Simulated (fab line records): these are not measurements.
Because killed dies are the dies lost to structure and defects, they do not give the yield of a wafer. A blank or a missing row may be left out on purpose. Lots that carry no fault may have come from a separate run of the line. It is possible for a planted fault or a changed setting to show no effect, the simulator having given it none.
fab line records ; flow n5_finfet
record: lots: 5; wafers: 15; last_day: 16
route steps=1938 shown HKMG_FIN@426 GATE_CUT@465 BEOL_M4@1111
lots with no fault: from the same line, run without faults
start_h: hours from the record's opening day to when the first of the lot's shown wafers began ; wait_h: hours elapsed since this lot's preceding step ; " as in the row above ; L1.1+2: a row that stands for several wafers ; - value missing, or start not given ; * or withheld: withheld ; < > ~ a bound
route shown NAME@n: NAME is a module with steps in the file, n the number in the route of the first one ; usual: mean and standard deviation over wafers with no fault ; same: alike in all rows ; chamber/n: place in a boat ; sites: readings site by site ; _std_site: their standard deviation ; _edge_site: the outer-site mean with the inner-site mean subtracted ; radius_mm: for every site, how far away it sits from the centre of the wafer ; mask NAME#n: copy n ; behind: the most recent tool/chamber to have shaped the wafer ; hold: why the lot went on hold/how many hours it stayed there/how the hold came to an end ; device: the transistor (n, p or np) that didn't switch ; end of line: the same wafers' tests at the end of the route ; step lacking rows: just its recipe ; killed: not the wafer's yield, but the dies lost to structure and defects at the first sort ; map: shows each die of a wafer: x if killed, . if not, _ if none is there
set.NAME: the setting that was run; set.NAME@STEP: the one run at that earlier step ; model.NAME: the simulator's own value behind a step, which no gauge read
lots at selected steps of the route; one table per step, one row per wafer
services: from which hour (start_h, from the record's first day; less than 0 if before it) a tool's chamber was out of use, for how many hours, and why
== steps ==
step: N5_HKMG_FIN_SOFTBAKE_07
recipe: temp_c: 110; time_s: 60; resist: CAR-ArF
step: N5_HKMG_FIN_EXPOSE_09
recipe: mask_id: NWFM; na: 1.35; source_shape: conventional; sigma_outer: 0.8; polarization: unpolarized; dose_mj: 39.25
step: N5_HKMG_FIN_PEB_10
recipe: peb_temp_c: withheld; peb_time_s: 60; resist: CAR-ArF
step: N5_HKMG_FIN_DEVELOP_11
recipe: develop_time_s: 30; developer: TMAH; resist: CAR-ArF; dev_temp_c: 23; rinse_liquid: diw; dry: air_spin
step: N5_HKMG_FIN_DESCUM_17
recipe: chemistry: O2; time_s: 7.9; source_power_w: 50; bias_power_w: 20; pressure_mtorr: 20; rf_frequency_hz: 2.712e+07; temp_c: 40; resist: CAR-ArF; o2_flow_sccm: 225
step: N5_HKMG_FIN_ETCH_31
recipe: chemistry: CF4; target: SiARC; target_depth_a: 455; mask_material: CAR-ArF; time_s: 75.8; ion_energy_ev: 80; pressure_mtorr: 40; source_w: 545; bias_w: 36; Ar_flow_sccm: 100; cf4_flow_sccm: 100; ends: cleared
step: N5_HKMG_FIN_ETCH_32
recipe: chemistry: N2/H2; target: SOC; target_depth_a: 2400; temp_c: 40; time_s: 300; ion_energy_ev: 200; mask_material: SiARC; pressure_mtorr: 30; source_w: 840; bias_w: 150; n2_flow_sccm: 200; h2_flow_sccm: 200
step: N5_HKMG_FIN_STRIP_33
recipe: chemistry: N2/H2; temp_c: 40; n2_flow_sccm: 200; h2_flow_sccm: 200; rf_frequency_hz: 6e+07
step: N5_HKMG_FIN_STRIP_34
recipe: chemistry: CF4; resist: SiARC; power_w: 300; bias_power_w: 75; pressure_mtorr: 50; cf4_flow_sccm: 150; rf_frequency_hz: 6e+07
step: N5_HKMG_FIN_ETCH_35
recipe: chemistry: N2/H2; target: SOC; target_depth_a: 2158; ion_energy_ev: 65; bias_w: 5; source_w: 3000; time_s: 243.4; pressure_mtorr: 30; n2_flow_sccm: 200; h2_flow_sccm: 200
usual: bias_w: 5.001/0.016; chamber_pressure_mTorr: 30.000/0.027; drypump_motor_current_A: 5.7/0.55; oes_product_au: 0.78/0.076; rf_fwd_power_W: 2991/9.8; rf_vpp_V: 141.9/0.97; showerhead_plenum_p_Torr: 2.57/0.074; throttle_valve_pct: 17.87/0.22
lot.wafer;tool;chamber;start_h;wait_h;bias_w;chamber_pressure_mTorr;drypump_motor_current_A;oes_product_au;rf_fwd_power_W;rf_hours_counter_h;rf_vpp_V;showerhead_plenum_p_Torr;throttle_valve_pct;model.SOC_of_HKMG_FIN_COAT_29.thk_nm;model.HKMG_FIN.feature_depth_nm
L901.2;rie_diel-05;3;88.45;0.0;5.022;29.997;5.7;0.90;2997;16;143.1;2.70;17.44;86.8;213.8
L901.3;rie_diel-05;2;88.45;0.0;5.004;29.984;5.1;0.71;2998;185;142.0;2.64;18.08;87.2;213.8
L901.6;rie_diel-05;1;88.45;0.0;4.995;29.989;5.8;0.84;2982;-;141.2;2.69;17.95;86;214
L909.2;rie_diel-06;3;140.79;0.0;-;-;-;-;-;-;-;-;-;298.6;240.6
L909.3;rie_diel-06;0;140.79;0.0;-;-;-;-;-;-;-;-;-;299.2;241.8
L909.4;rie_diel-06;2;140.79;0.0;-;-;-;-;-;-;-;-;-;299.4;234.8
L910.1;rie_diel-05;0;143.37;0.0;-;-;-;-;-;-;-;-;-;300;238.8
L910.5;rie_diel-05;2;143.37;0.0;-;-;-;-;-;-;-;-;-;299.6;240.8
L910.6;rie_diel-05;3;143.37;0.0;-;-;-;-;-;-;-;-;-;300;239.2
L911.2;rie_diel-05;3;151.33;0.0;-;-;-;-;-;-;-;-;-;301.2;238.6
L911.5;rie_diel-05;2;151.33;0.0;-;-;-;-;-;-;-;-;-;300.6;241.2
L911.6;rie_diel-05;3;151.33;0.0;-;-;-;-;-;-;-;-;-;301.2;237.8
L915.2;rie_diel-01;3;173.51;0.0;5.011;30.005;5.2;0.73;2995;203;141.2;2.61;18.20;77.6;222.6
L915.3;rie_diel-01;0;173.51;0.0;5.019;30.052;5.1;0.83;2998;60;139.9;2.46;17.66;89.8;210.4
L915.4;rie_diel-01;1;173.51;0.0;4.997;29.985;5.9;0.96;2997;7;140.5;2.49;17.72;80.6;219.2
step: N5_HKMG_FIN_STRIP_92
recipe: chemistry: N2/H2; material: SOC; time_s: 20; power_w: 500; temp_c: 40; pressure_mtorr: 50; rf_frequency_hz: 6e+07; bias_power_w: 8; h2_frac: 0.5; n2_flow_sccm: 300; h2_flow_sccm: 300
usual: drypump_motor_current_A: 5.7/0.55; oes_product_au: 0.78/0.075; rf_fwd_power_W: 496.1/2.4; rf_vpp_V: 54.3/0.78; showerhead_plenum_p_Torr: 3.40/0.094; throttle_valve_pct: 18.9/0.31
lot.wafer;tool;chamber;start_h;wait_h;drypump_motor_current_A;oes_product_au;rf_fwd_power_W;rf_hours_counter_h;rf_vpp_V;showerhead_plenum_p_Torr;throttle_valve_pct;model.SOC_of_HKMG_FIN_COAT_29.thk_nm
L901.2;rie_diel-05;3;88.59;0.1;5.7;0.91;497.3;16;54.6;3.56;18.6;76.6
L901.3;rie_diel-05;2;88.59;0.1;5.1;0.71;498.8;186;53.4;3.49;19.1;77.2
L901.6;rie_diel-05;1;88.59;0.1;5.7;0.83;493.9;-;54.8;3.54;19.1;76
L909.2;rie_diel-06;3;140.94;0.1;5.8;0.75;498.0;150;54.3;3.36;19.1;288.4
L909.3;rie_diel-06;0;140.94;0.1;4.9;0.87;499.9;36;54.3;3.29;18.8;289
L909.4;rie_diel-06;2;140.94;0.1;6.6;0.71;489.6;217;54.1;3.44;18.7;289.4
L910.1;rie_diel-05;0;143.52;0.1;6.6;0.69;499.1;226;53.1;3.31;19.4;289.8
L910.5;rie_diel-05;2;143.52;0.1;5.1;0.70;497.9;-;54.4;3.48;19.2;289.6
L910.6;rie_diel-05;3;143.52;0.1;5.7;0.88;500.2;-;55.4;3.55;18.6;289.6
L911.2;rie_diel-05;3;151.48;0.1;5.7;0.86;497.7;39;54.2;3.55;18.6;290.8
L911.5;rie_diel-05;2;151.48;0.1;5.1;0.70;500.4;-;54.0;3.48;19.1;290.6
L911.6;rie_diel-05;3;151.48;0.1;5.7;0.87;497.2;-;56.4;3.55;18.6;291
L915.2;rie_diel-01;3;173.66;0.1;5.3;0.72;499.6;203;54.7;3.45;19.2;67.2
L915.3;rie_diel-01;0;173.66;0.1;5.1;0.83;494.5;60;54.3;3.25;18.6;80
L915.4;rie_diel-01;1;173.66;0.1;5.9;0.96;498.1;7;54.9;3.30;18.9;70.2
step: N5_HKMG_FIN_WET_ETCH_18
recipe: chemistry: SC1; target: TiN; mix: 1:1:5; temp_c: *; time_s: 55; target_depth_nm: 5.2; dry: ipa_marangoni; rinse_time_s: 30; rinse_temp_c: 23
step: N5_HKMG_FIN_STRIP_19
recipe: chemistry: N2/H2; power_w: 2500; temp_c: 300; h2_frac: 0.65; time_s: 360; pressure_mtorr: withheld; n2_flow_sccm: 1750; h2_flow_sccm: 3250
step: N5_HKMG_FIN_ALD_91
recipe: material: TiN; target_thk_a: 10; temp_c: 400; ald_precursor_family: TiCl4; ald_co_reactant: NH3; pulse_time_s: 1; purge_time_s: 3; co_reactant_purge_time_s: 2; co_reactant_pulse_time_s: 2; ald_cycles: 47; pressure_torr: 3
step: N5_HKMG_FIN_COAT_85
recipe: resist: SOC; temp_c: 250; time_s: 60; spin_rpm: 1500; resist_thk_nm: 300
step: N5_HKMG_FIN_ETCH_86
recipe: chemistry: N2/H2; target: SOC; target_depth_a: 3932; stop_on: TiN; ion_energy_ev: 100; bias_w: 61; pressure_mtorr: 30; source_w: 850; n2_flow_sccm: 200; h2_flow_sccm: 200
step: N5_HKMG_FIN_STRIP_89
recipe: chemistry: N2/H2; material: SOC; time_s: 20; power_w: 500; temp_c: 40; pressure_mtorr: 50; rf_frequency_hz: 6e+07; bias_power_w: 8; h2_frac: 0.5; n2_flow_sccm: 300; h2_flow_sccm: 300
step: N5_HKMG_FIN_WET_ETCH_87
recipe: chemistry: SC1; target: TiN; mix: 1:2:40; temp_c: 50; time_s: 154.2; target_depth_nm: 4.7; dry: ipa_marangoni; rinse_time_s: 30; rinse_temp_c: 23
step: N5_HKMG_FIN_STRIP_88
recipe: chemistry: N2/H2; power_w: 2500; temp_c: 300; h2_frac: 0.65; time_s: 360; pressure_mtorr: withheld; n2_flow_sccm: 1750; h2_flow_sccm: 3250
step: N5_HKMG_FIN_NWFM_ALD_20
recipe: material: TiAlC; target_thk_a: 20; temp_c: 300; ald_precursor_family: TiCl4; ald_co_reactant: TEA; pulse_time_s: 3; purge_time_s: 2; co_reactant_purge_time_s: 2; co_reactant_pulse_time_s: 10; ald_cycles: 7; pressure_torr: 3
step: N5_HKMG_FIN_ALD_71
recipe: material: TiN; target_thk_a: 10; temp_c: 400; ald_precursor_family: TiCl4; ald_co_reactant: NH3; pulse_time_s: 1; purge_time_s: 3; co_reactant_purge_time_s: 2; co_reactant_pulse_time_s: 2; ald_cycles: 47; pressure_torr: 3
step: N5_HKMG_FIN_COAT_66
recipe: resist: SOC; temp_c: 250; time_s: 60; spin_rpm: 1500; resist_thk_nm: 300
step: N5_HKMG_FIN_ETCH_67
recipe: chemistry: N2/H2; target: SOC; target_depth_a: 3889; stop_on: TiN; ion_energy_ev: 100; bias_w: 61; pressure_mtorr: 30; source_w: 850; n2_flow_sccm: 200; h2_flow_sccm: 200
step: N5_HKMG_FIN_STRIP_90
recipe: chemistry: N2/H2; material: SOC; time_s: 20; power_w: 500; temp_c: 40; pressure_mtorr: 50; rf_frequency_hz: 6e+07; bias_power_w: 8; h2_frac: 0.5; n2_flow_sccm: 300; h2_flow_sccm: 300
step: N5_HKMG_FIN_WET_ETCH_73
recipe: chemistry: SC1; mix: 1:2:40; temp_c: 50; time_s: 42.3; target_depth_nm: 1.3; dry: ipa_marangoni; rinse_time_s: 30; rinse_temp_c: 23
step: N5_HKMG_FIN_ETCHBACK_68
recipe: chemistry: Cl2/Ar; stop_on: HfO2; target_depth_a: 5; pressure_mtorr: 10; icp_w: 600; bias_w: 60; Cl2_flow_sccm: 40; Ar_flow_sccm: 60
step: N5_HKMG_FIN_STRIP_69
recipe: chemistry: N2/H2; power_w: 2500; temp_c: 300; h2_frac: 0.65; time_s: 360; pressure_mtorr: withheld; n2_flow_sccm: 1750; h2_flow_sccm: 3250
step: N5_HKMG_FIN_ALD_21
recipe: material: TiN; target_thk_a: 15; temp_c: 400; ald_precursor_family: TiCl4; ald_co_reactant: NH3; pulse_time_s: 1; purge_time_s: 3; co_reactant_purge_time_s: 2; co_reactant_pulse_time_s: 2; ald_cycles: 68; pressure_torr: 3
step: N5_HKMG_FIN_ALD_72
recipe: material: W; target_thk_a: 20; temp_c: 300; pressure_torr: 7.5; ald_precursor_family: WF6; ald_co_reactant: B2H6; pulse_time_s: 1; purge_time_s: 2; co_reactant_purge_time_s: 2; co_reactant_pulse_time_s: 3; ald_cycles: 7
step: N5_HKMG_FIN_W_FILL_22
recipe: material: W; target_thk_a: 600; temp_c: 400; pressure_torr: 39.4; time_s: 18.2
step: N5_HKMG_FIN_PRECLEAN_83
recipe: chemistry: DIW; time_s: 57.5; temp_c: 23
step: N5_HKMG_FIN_SRD_84
recipe: dry_time_s: 32; dry: n2_spin; spin_rpm: 1500
step: N5_HKMG_FIN_CMP_23
recipe: stop_on: SiNx; t_overpolish_s: 10; post_cmp_clean: rinse_only; down_force_psi: 4; platen_rpm: 50.289; pad_velocity_m_s: 1.0006; target_thk_nm: 46.326
step: N5_HKMG_FIN_CMP_94
recipe: stop_on: SiNx; post_cmp_clean: w_dilute_nh4oh; t_overpolish_s: 4.7; down_force_psi: 4; platen_rpm: 50.289; pad_velocity_m_s: 1.0006; target_thk_nm: 43.299
step: N5_GATE_CUT_ETCHBACK_00
recipe: chemistry: SF6/Cl2; target: W; pressure_mtorr: 8; icp_w: 900; bias_w: 80; SF6_flow_sccm: 40; Cl2_flow_sccm: 60
step: N5_GATE_CUT_ETCH_56
recipe: chemistry: Cl2/Ar; target: TiN; target_depth_a: 216; pressure_mtorr: 10; icp_w: 600; bias_w: 60; Cl2_flow_sccm: 40; Ar_flow_sccm: 60
step: N5_GATE_CUT_ETCHBACK_30
recipe: chemistry: Cl2/Ar; target: TiN; target_depth_a: 30; mode: isotropic; pressure_mtorr: 10; icp_w: 600; bias_w: 60; Cl2_flow_sccm: 40; Ar_flow_sccm: 60
step: N5_BEOL_M4_RC_MEAS_101
usual: DIBL_N: 35.8/1.6; DIBL_P: 36.0/2.1; IOFF_N: 0.153/0.026; IOFF_N_LONG: 5.5e-05/3e-06; IOFF_P: 0.21/0.037; ION_N: 673/11; ION_P: 462/7.6; SS_N: 71.4/0.53; SS_P: 73.2/0.67; VT_N: 250/3.2; VT_N_LONG: 274.6/2.2; VT_N_LVT: 99/3.3; VT_P: -250/3.7
lot.wafer;tool;chamber;start_h;wait_h;DIBL_N[mV/V];DIBL_P[mV/V];IOFF_N[nA/um];IOFF_N_LONG[nA/um];IOFF_P[nA/um];ION_N[uA/um];ION_P[uA/um];SS_N[mV/dec];SS_P[mV/dec];VT_N[mV];VT_N_LONG[mV];VT_N_LVT[mV];VT_P[mV]
L901.2;prober-01;0;192.11;0.2;37.4;40.7;0.186;5.6e-05;0.31;674;470;71.6;74.4;249;273.5;100;-242
L901.3;prober-01;0;192.11;0.2;36.0;38.9;0.167;5.7e-05;0.29;677;471;71.6;73.6;251;273.7;101;-242
L901.6;prober-01;0;192.11;0.2;36.9;39.6;0.181;5.7e-05;0.29;683;475;71.9;73.5;246;272.8;99;-242
L910.1;prober-01;0;245.27;0.0;35.3;36.0;0.000;3e-05;0.18;243;456;71.4;73.2;457;483.1;302;-252
L910.5;prober-01;0;245.27;0.0;35.1;35.6;0.000;3e-05;0.17;235;453;71.7;72.6;457;479.3;306;-255
L910.6;prober-01;0;245.27;0.0;36.8;37.9;0.000;3e-05;0.20;245;451;72.5;73.9;455;483.3;300;-252
L915.2;prober-02;0;269.44;0.2;37.0;35.1;0.148;5.4e-05;0.20;672;463;71.8;72.9;253;275.3;102;-249
L915.3;prober-02;0;269.44;0.2;37.1;35.6;0.150;5.4e-05;0.21;667;461;71.5;73.4;250;278.0;102;-252
L915.4;prober-02;0;269.44;0.2;36.5;35.2;0.145;5.5e-05;0.20;675;463;71.8;73.5;251;274.4;103;-249
== services ==
tool;chamber;start_h;hours;kind
rie_diel-06;3;73.64;6.6;repair
rie_diel-05;2;80.74;5.5;repair
rie_diel-05;0;110.92;6.6;repair
rie_diel-06;1;116.06;7.0;repair
rie_diel-01;1;140.38;-;clean
rie_diel-01;1;140.38;-;consumable_replace:focus_ring
rie_diel-01;1;140.38;15.4;scheduled_down
rie_diel-01;1;140.38;15.4;vent_cycle
== key ==
first_sign: step: N5_HKMG_FIN_ETCH_35; reading: tool_record; direction: missing
effect: step: N5_BEOL_M4_RC_MEAS_101; reading: VT_N_LONG; direction: up; sigmas: 92; usual: 274.6; struck: 481.9
effect: step: N5_BEOL_M4_RC_MEAS_101; reading: VT_N; direction: up; sigmas: 64; usual: 250; struck: 456
effect: step: N5_BEOL_M4_RC_MEAS_101; reading: VT_N_LVT; direction: up; sigmas: 62; usual: 99; struck: 303
effect: step: N5_BEOL_M4_RC_MEAS_101; reading: ION_N; direction: down; sigmas: 40; usual: 673; struck: 241
effect: step: N5_BEOL_M4_RC_MEAS_101; reading: IOFF_N_LONG; direction: down; sigmas: 8.4; usual: 5.5e-05; struck: 3e-05
effect: step: N5_BEOL_M4_RC_MEAS_101; reading: IOFF_N; direction: down; sigmas: 5.8; usual: 0.153; struck: 0.000
model_effect: step: N5_HKMG_FIN_ETCH_35; value: SOC_of_HKMG_FIN_COAT_29.thk_nm; without: 85.56; struck: 300
model_effect: step: N5_HKMG_FIN_STRIP_92; value: SOC_of_HKMG_FIN_COAT_29.thk_nm; without: 75.38; struck: 289.8
met_at N5_HKMG_FIN_ETCH_35
struck_wafers L909.2,L909.3,L909.4,L910.1,L910.5,L910.6,L911.2,L911.5,L911.6
rows_end L909.2,L909.3,L909.4,L910.1,L910.5,L910.6,L911.2,L911.5,L911.6
onset_between 88.45 140.79
fault: kind: skipped_step_whole; tool: rie_diel-05,rie_diel-06; chamber: -; onset_h: 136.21; steps: N5_HKMG_FIN_ETCH_35; scope: struck_lots_only
rows_end: these wafers met a further fault down the route, and their rows from its step on are left out
